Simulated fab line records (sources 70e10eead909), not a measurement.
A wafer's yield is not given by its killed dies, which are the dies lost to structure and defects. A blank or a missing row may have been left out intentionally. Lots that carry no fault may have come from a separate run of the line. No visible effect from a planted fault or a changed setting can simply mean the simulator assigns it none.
fab line records    flow nandHarc
record lots=11  wafers=33  lastDay=24
route steps=1159 shown P_M1@312 P_M2@329 END@1159
lots with no fault: from the same line, run without faults
startH: start of the lot's first displayed wafer, in hours after the record's first day    waitH: how many hours have passed since the lot's step before this one    " the same as in the row above    L1.1+2: a single row standing in for several wafers    - no value present, or no start provided    * or withheld: withheld    < > ~ a bound
route shown NAME@n: NAME is a module with steps in the file, n the number in the route of the first one    usual: mean/standard deviation taken from wafers without a fault    same: alike in all rows    chamber/n: place in a boat    sites: each site's reading    _std_site: standard deviation of those values    _edge_site: outer sites' mean less inner sites'    radiusMm: for every site, how far away it sits from the centre of the wafer    mask NAME#n: copy n    behind: the last tool/chamber to shape the wafer    hold: what put the lot on hold/how long, in hours/how the hold closed    device: which transistor (n, p or np) failed to switch    end of line: the tests these same wafers got at the end of their route    where a step has no rows: the recipe by itself    killed: dies that structure and defects cost at the first sort, which is not the same as the wafer's yield    map: shows each die of a wafer: x if killed, . if not, _ if none is there
set.NAME: the run value of the setting; set.NAME@STEP: its run value at that earlier step    model.NAME: the simulator's own value behind a step, which no gauge read
steps of the route over a sample of lots; a table a step, a row a wafer
services: when a tool's chamber went out of use (startH, in hours from the record's first day, below 0 if earlier), for how many hours, and the reason
## steps
# step NHARC_P_M1_THK_MEAS_24
# recipe thkMeasGauge=xrf
# usual thkNm=157.0/1.5
lot.wafer  tool          chamber  startH  waitH  thkNm
L837.1     filmMetro-01  -        136.59  -      157.6
L837.2     "             -        "       "      156.8
L837.6     "             -        "       "      154.5
L838.1     filmMetro-02  -        140.68  -      158.9
L838.3     "             -        "       "      156.9
L838.5     "             -        "       "      159.3
L839.2     filmMetro-01  -        146.33  -      155.0
L839.3     "             -        "       "      156.2
L839.5     "             -        "       "      158.6
L841.2     filmMetro-02  -        154.75  -      157.8
L841.5     "             -        "       "      156.3
L841.6     "             -        "       "      155.0
L846.3     filmMetro-02  -        173.90  -      157.9
L846.5     "             -        "       "      159.5
L846.6     "             -        "       "      156.3
L849.2     filmMetro-02  -        201.16  -      157.0
L849.4     "             -        "       "      159.5
L849.5     "             -        "       "      158.7
L850.1     filmMetro-01  -        207.01  -      158.2
L850.2     "             -        "       "      157.3
L850.3     "             -        "       "      158.6
L854.1     filmMetro-02  -        225.53  -      155.9
L854.2     "             -        "       "      158.7
L854.5     "             -        "       "      155.9
L858.2     filmMetro-01  -        247.44  -      155.8
L858.5     "             -        "       "      155.8
L858.6     "             -        "       "      155.8
L857.3     filmMetro-01  -        249.98  -      157.1
L857.4     "             -        "       "      157.2
L857.5     "             -        "       "      159.4
L860.1     filmMetro-02  -        262.89  -      156.2
L860.2     "             -        "       "      158.0
L860.5     "             -        "       "      158.5
# step NHARC_P_M1_DEP_33
# recipe targetThkA=300  tempC=370  targetThkNm=30  pressureTorr=3  flowSccm=200  rfW=450  material=SiCN
# usual heaterPowerW=566/54
lot.wafer  tool      chamber  startH  waitH  heaterPowerW
L837.2     pecvd-03  0        136.90  0.1    546
L837.1     "         2        "       "      583
L837.6     "         1        "       "      610
L838.1     pecvd-02  2        140.99  0.1    614
L838.3     "         1        "       "      673
L838.5     "         1        "       "      656
L839.3     pecvd-03  1        146.64  0.1    491
L839.2     "         2        "       "      534
L839.5     "         2        "       "      529
L841.2     pecvd-03  1        155.15  0.1    552
L841.6     "         0        "       "      556
L841.5     "         1        "       "      548
L846.3     pecvd-03  1        174.29  0.1    591
L846.5     "         2        "       "      573
L846.6     "         0        "       "      546
L849.2     pecvd-03  1        201.57  0.1    581
L849.5     "         1        "       "      579
L849.4     "         2        "       "      549
L850.3     pecvd-03  1        207.32  0.1    531
L850.2     "         2        "       "      540
L850.1     "         0        "       "      545
L854.2     pecvd-02  1        225.88  0.1    678
L854.1     "         2        "       "      664
L854.5     "         2        "       "      651
L858.2     pecvd-02  2        247.85  0.1    639
L858.6     "         0        "       "      411
L858.5     "         1        "       "      596
L857.3     pecvd-01  1        250.28  0.1    704
L857.4     "         1        "       "      710
L857.5     "         2        "       "      500
L860.1     pecvd-01  1        263.20  0.1    695
L860.2     "         0        "       "      606
L860.5     "         2        "       "      560
# step NHARC_P_M2_OVL_MEAS_10
# recipe pitchNm=340
# usual overlayXNm=-0.1/0.64  overlayYNm=0.1/0.79
lot.wafer  tool        chamber  startH  waitH  overlayXNm  overlayYNm
L837.1     overlay-01  -        138.24  -      0.0         0.0
L837.2     "           -        "       "      -0.2        0.0
L837.6     "           -        "       "      0.2         -0.4
L838.1     overlay-02  -        142.17  -      0.4         -0.9
L838.3     "           -        "       "      0.8         -0.9
L838.5     "           -        "       "      0.6         -0.6
L839.2     overlay-02  -        147.95  -      0.1         0.4
L839.3     "           -        "       "      0.6         0.1
L839.5     "           -        "       "      0.7         -0.3
L841.2     overlay-01  -        156.25  -      -0.1        1.1
L841.5     "           -        "       "      0.2         0.9
L841.6     "           -        "       "      0.2         1.1
L846.3     overlay-02  -        175.64  -      -0.7        -0.2
L846.5     "           -        "       "      -0.6        0.4
L846.6     "           -        "       "      -0.6        0.4
L849.2     overlay-02  -        203.53  -      -1.6        1.6
L849.4     "           -        "       "      -0.6        0.9
L849.5     "           -        "       "      -0.5        1.0
L850.1     overlay-01  -        208.65  -      -1.1        0.7
L850.2     "           -        "       "      -0.8        0.4
L850.3     "           -        "       "      -0.1        0.5
L854.1     overlay-02  -        227.28  -      0.4         0.5
L854.2     "           -        "       "      0.8         -0.1
L854.5     "           -        "       "      0.5         1.0
L858.2     overlay-01  -        249.19  -      0.9         2.2
L858.5     "           -        "       "      0.5         2.3
L858.6     "           -        "       "      0.8         2.6
L857.3     overlay-01  -        251.48  -      -0.2        0.4
L857.4     "           -        "       "      -0.4        0.5
L857.5     "           -        "       "      -0.5        0.0
L860.1     overlay-02  -        264.53  -      -0.1        0.1
L860.2     "           -        "       "      -0.8        -0.2
L860.5     "           -        "       "      -0.8        -0.7
# step NHARC_P_M2_INSPECT_11
# usual rawDefectCount=4.5/2.8
lot.wafer  tool              chamber  startH  waitH  rawDefectCount
L837.1     defectInspect-01  -        138.29  0.1    4
L837.2     "                 -        "       "      6
L837.6     "                 -        "       "      1
L838.1     defectInspect-01  -        142.21  0.0    8
L838.3     "                 -        "       "      8
L838.5     "                 -        "       "      10
L839.2     defectInspect-02  -        147.99  0.0    4
L839.3     "                 -        "       "      6
L839.5     "                 -        "       "      3
L841.2     defectInspect-02  -        156.29  0.0    6
L841.5     "                 -        "       "      10
L841.6     "                 -        "       "      11
L846.3     defectInspect-01  -        175.68  0.0    3
L846.5     "                 -        "       "      9
L846.6     "                 -        "       "      4
L849.2     defectInspect-01  -        203.57  0.0    736
L849.4     "                 -        "       "      5
L849.5     "                 -        "       "      707
L850.1     defectInspect-01  -        208.68  0.0    4
L850.2     "                 -        "       "      7
L850.3     "                 -        "       "      706
L854.1     defectInspect-02  -        227.32  0.0    6
L854.2     "                 -        "       "      1
L854.5     "                 -        "       "      3
L858.2     defectInspect-01  -        249.23  0.0    5
L858.5     "                 -        "       "      5
L858.6     "                 -        "       "      1
L857.3     defectInspect-02  -        251.52  0.0    2
L857.4     "                 -        "       "      3
L857.5     "                 -        "       "      4
L860.1     defectInspect-01  -        264.57  0.0    4
L860.2     "                 -        "       "      11
L860.5     "                 -        "       "      5
# step NHARC_P_M2_ETCH_35
# recipe targetDepthA=400  overetchA=120  timeS=43.94  ionEnergyEv=200  n2FlowSccm=150  h2FlowSccm=150  arFlowSccm=0  rfW=400  biasW=150  chemistry=N2/H2
# usual biasW=150.0/0.46  drypumpMotorCurrentA=5.6/0.37  h2FlowSccm=150.1/0.43  oesProductAu=1.002/0.011  rfVppV=430.4/2.6  showerheadPlenumPTorr=2.03/0.092  throttleValvePct=14.171/0.01
lot.wafer  tool        chamber  startH  waitH  biasW  drypumpMotorCurrentA  h2FlowSccm  oesProductAu  rfHoursCounterH  rfVppV  showerheadPlenumPTorr  throttleValvePct
L837.1     rieDiel-05  0        138.45  0.1    149.9  5.1                   150.1       1.001         4                428.2   1.99                   14.160
L837.2     "           1        "       "      149.3  5.7                   150.2       0.994         5                428.6   1.96                   14.173
L837.6     "           3        "       "      150.2  5.3                   149.9       1.010         -                434.1   2.16                   14.166
L838.3     rieDiel-09  1        142.35  0.1    150.4  5.0                   150.1       1.005         15               427.8   1.92                   14.174
L838.1     "           3        "       "      149.6  5.6                   149.8       1.008         17               433.6   2.17                   14.203
L838.5     "           2        "       "      149.9  5.6                   149.9       0.978         -                432.9   2.13                   14.176
L839.2     rieDiel-05  1        148.14  0.1    150.5  5.7                   149.5       0.990         5                429.3   1.96                   14.182
L839.3     "           2        "       "      149.8  5.9                   150.1       1.005         5                432.6   2.12                   14.172
L839.5     "           1        "       "      150.0  5.7                   150.0       0.991         -                427.8   1.96                   14.177
L841.2     rieDiel-05  3        156.45  0.1    149.4  5.3                   149.9       1.013         5                433.9   2.16                   14.178
L841.6     "           0        "       "      150.0  5.1                   150.1       1.007         -                429.1   1.98                   14.152
L841.5     "           1        "       "      150.5  5.7                   150.3       0.995         -                429.0   1.96                   14.178
L846.3     rieDiel-05  0        175.83  0.1    149.5  5.1                   150.1       0.999         0                428.7   1.99                   14.193
L846.5     "           3        "       "      149.0  5.3                   150.5       1.008         -                435.8   2.16                   14.167
L846.6     "           0        "       "      150.2  5.1                   150.4       0.999         -                429.2   1.98                   14.171
L849.2     rieDiel-05  2        203.71  0.1    149.7  6.0                   149.7       1.005         1                432.6   2.12                   14.154
L849.4     "           3        "       "      148.9  5.3                   149.9       1.003         1                434.3   2.16                   14.188
L849.5     "           3        "       "      150.0  5.3                   150.2       1.016         -                434.3   2.16                   14.166
L850.3     rieDiel-05  2        208.83  0.1    150.0  5.9                   150.2       1.006         1                431.9   2.12                   14.175
L850.2     "           3        "       "      149.8  5.3                   150.6       1.005         1                432.6   2.16                   14.177
L850.1     "           0        "       "      149.8  5.1                   150.1       1.006         1                428.6   1.98                   14.180
L854.1     rieDiel-05  3        227.46  0.1    150.0  5.3                   150.4       1.008         2                433.4   2.16                   14.178
L854.2     "           2        "       "      150.3  5.9                   150.7       1.015         2                433.0   2.12                   14.172
L854.5     "           3        "       "      150.0  5.3                   150.3       1.008         -                433.7   2.16                   14.190
L858.2     rieDiel-05  3        249.37  0.1    150.0  5.3                   150.2       1.018         3                434.3   2.16                   14.178
L858.6     "           3        "       "      150.3  5.3                   150.1       1.004         -                433.1   2.16                   14.178
L858.5     "           0        "       "      150.2  5.1                   150.0       0.989         -                429.9   1.98                   14.176
L857.4     rieDiel-05  0        251.67  0.1    150.1  5.1                   150.1       0.993         3                429.0   1.98                   14.168
L857.3     "           2        "       "      149.6  5.9                   149.6       1.006         3                433.4   2.12                   14.148
L857.5     "           3        "       "      150.0  5.3                   150.7       1.012         -                432.5   2.16                   14.161
L860.1     rieDiel-05  3        264.72  0.1    149.7  5.3                   149.7       1.023         4                433.3   2.16                   14.164
L860.2     "           1        "       "      150.0  5.7                   149.8       1.011         3                427.0   1.96                   14.171
L860.5     "           3        "       "      150.3  5.3                   150.8       1.017         -                434.2   2.16                   14.175
# step NHARC_END_SORT_01
# recipe tempC=25
# usual defectLimitedYield=95.8/1.4  killedAtArray=24/8.8  killedAtOther=0.7/0.99  killedAtPeriphery=3.5/2.6  killedDies=28/9.3  killedOpen=3.2/1.7  killedShort=1.7/1.4  sort_bin_2_pct=1.3/0.6  sort_bin_3_pct=0.24/0.2  sort_bin_4_pct=2.6/0.88  sortNPass=649/9.3  sortRimYieldPct=94/3.2  sortYieldPct=95.8/1.4
# same grossDies=677  sort_bin_5_pct[%]=0  sort_bin_6_pct[%]=0  sort_bin_7_pct[%]=0  sort_bin_8_pct[%]=0  sortRimNGross=106.00
lot.wafer  tool       chamber  startH  waitH  defectLimitedYield[%]  killedAtArray  killedAtOther  killedAtPeriphery  killedDies  killedOpen  killedShort  sort_bin_2_pct[%]  sort_bin_3_pct[%]  sort_bin_4_pct[%]  sortNPass  sortRimYieldPct[%]  sortYieldPct[%]
L850.1     prober-01  0        514.04  2.5    95.0                   24             1              9                  34          5           3            1.8                0.15               3.1                643        91                  95.0
L850.2     prober-01  0        514.85  2.8    96.0                   20             1              6                  27          2           3            0.9                0.30               2.8                650        91                  96.0
L850.3     prober-01  0        515.66  3.1    83.0                   24             3              88                 115         3           2            6.8                3.84               6.4                562        83                  83.0
L849.2     prober-01  0        522.64  2.8    84.5                   19             0              86                 105         7           1            6.1                4.73               4.7                572        84                  84.5
L849.4     prober-01  0        524.21  3.3    96.9                   18             1              2                  21          3           1            1.2                0.15               1.8                656        96                  96.9
L849.5     prober-01  0        525.00  3.6    85.5                   13             0              85                 98          4           4            6.1                3.55               4.9                579        85                  85.5
# killed by level:class
L850.1 A_CHANNEL_HOLE_D1:chamberFilmFlake=15 P_STI:chamberFilmFlake=3 A_CONTACT:chamberFilmFlake=3 P_M0:geometricParticle:short=2 A_CONTACT:geometricParticle:open=2 A_CHANNEL_FILL_D1:chamberFilmFlake=2 P_M0:geometricParticle:open=1 P_M1:geometricParticle:short=1
L850.2 A_CHANNEL_HOLE_D1:chamberFilmFlake=10 A_STAIRCASE:chamberFilmFlake=4 P_ZERO_WELL:chamberFilmFlake=2 P_STI:chamberFilmFlake=2 P_M0:geometricParticle:short=1 A_ONON_D1:geometricParticle:short=1 A_CHANNEL_FILL_D1:geometricParticle:open=1 A_CONTACT:geometricParticle:open=1
L850.3 P_M1:unspecified=80 A_CHANNEL_HOLE_D1:chamberFilmFlake=18 P_STI:chamberFilmFlake=8 HYBRID_BOND:chamberFilmFlake=3 A_SOURCE_PLATE:geometricParticle:open=1 A_ONON_D1:geometricParticle:short=1 A_CHANNEL_FILL_D1:geometricParticle:short=1 A_CONTACT:geometricParticle:open=1
L849.2 P_M1:unspecified=81 A_CHANNEL_HOLE_D1:chamberFilmFlake=6 A_WL_FILL:chamberFilmFlake=5 P_M0:geometricParticle:open=2 A_M0:geometricParticle:open=2 A_CHANNEL_FILL_D1:chamberFilmFlake=2 P_GATE:geometricParticle:open=1 A_WL_FILL:geometricParticle:open=1
L849.4 A_CHANNEL_HOLE_D1:chamberFilmFlake=7 A_STAIRCASE:chamberFilmFlake=3 A_CHANNEL_FILL_D1:chamberFilmFlake=2 A_WL_FILL:chamberFilmFlake=2 A_CONTACT:geometricParticle:open=1 A_CONTACT:geometricParticle:short=1 A_BLC:geometricParticle:open=1 STARTING-WAFER:geometricParticle:open=1
L849.5 P_M1:unspecified=82 P_GATE:geometricParticle:open=2 A_CHANNEL_HOLE_D1:geometricParticle:short=2 A_CHANNEL_HOLE_D1:chamberFilmFlake=2 A_CHANNEL_FILL_D1:chamberFilmFlake=2 A_WL_FILL:chamberFilmFlake=2 P_M2:geometricParticle:short=1 A_CHANNEL_FILL_D1:geometricParticle:open=1
## services
tool        chamber  startH  hours  kind
rieDiel-05  0        118.18  -      clean
rieDiel-05  1        118.18  -      clean
rieDiel-05  2        118.18  -      clean
rieDiel-05  3        118.18  -      clean
rieDiel-05  0        142.68  -      clean
rieDiel-05  1        142.68  -      clean
rieDiel-05  2        142.68  -      clean
rieDiel-05  3        142.68  -      clean
pecvd-02    -        153.61  13.0   pm
rieDiel-05  -        163.60  9.0    pm
rieDiel-05  0        163.60  9.0    ventCycle
rieDiel-05  1        163.60  9.0    ventCycle
rieDiel-05  2        163.60  9.0    ventCycle
rieDiel-05  3        163.60  9.0    ventCycle
rieDiel-05  0        172.60  -      clean
rieDiel-05  1        172.60  -      clean
rieDiel-05  2        172.60  -      clean
rieDiel-05  3        172.60  -      clean
pecvd-02    -        180.19  3.1    repair
rieDiel-05  0        197.10  -      clean
rieDiel-09  3        216.37  5.0    repair
rieDiel-05  3        223.82  1.4    repair
pecvd-01    -        237.00  13.0   pm
rieDiel-09  -        254.10  9.0    pm
## key
firstSign step=NHARC_P_M2_INSPECT_11  reading=rawDefectCount  direction=up  sigmas=99+  usual=4.5  struck=716.3
effect step=NHARC_END_SORT_01  reading=killedAtPeriphery  direction=up  sigmas=32  usual=3.5  struck=86.3
moreKillsBornAt NHARC_P_M1_DEP_33@pecvd-03=243
metAt NHARC_P_M1_DEP_33
struckLots L849,L850
struckWafers L849.2,L849.5,L850.3
notActingAt NHARC_P_M1_THK_MEAS_24,NHARC_P_M2_OVL_MEAS_10,NHARC_P_M2_ETCH_35
onsetBetween 174.29 201.57
fault kind=chamberParticleSource  tool=pecvd-03  chamber=1  onsetH=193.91  steps=NHARC_P_M1_DEP_33  ratePerVisitCm2=1.0914  endH=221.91
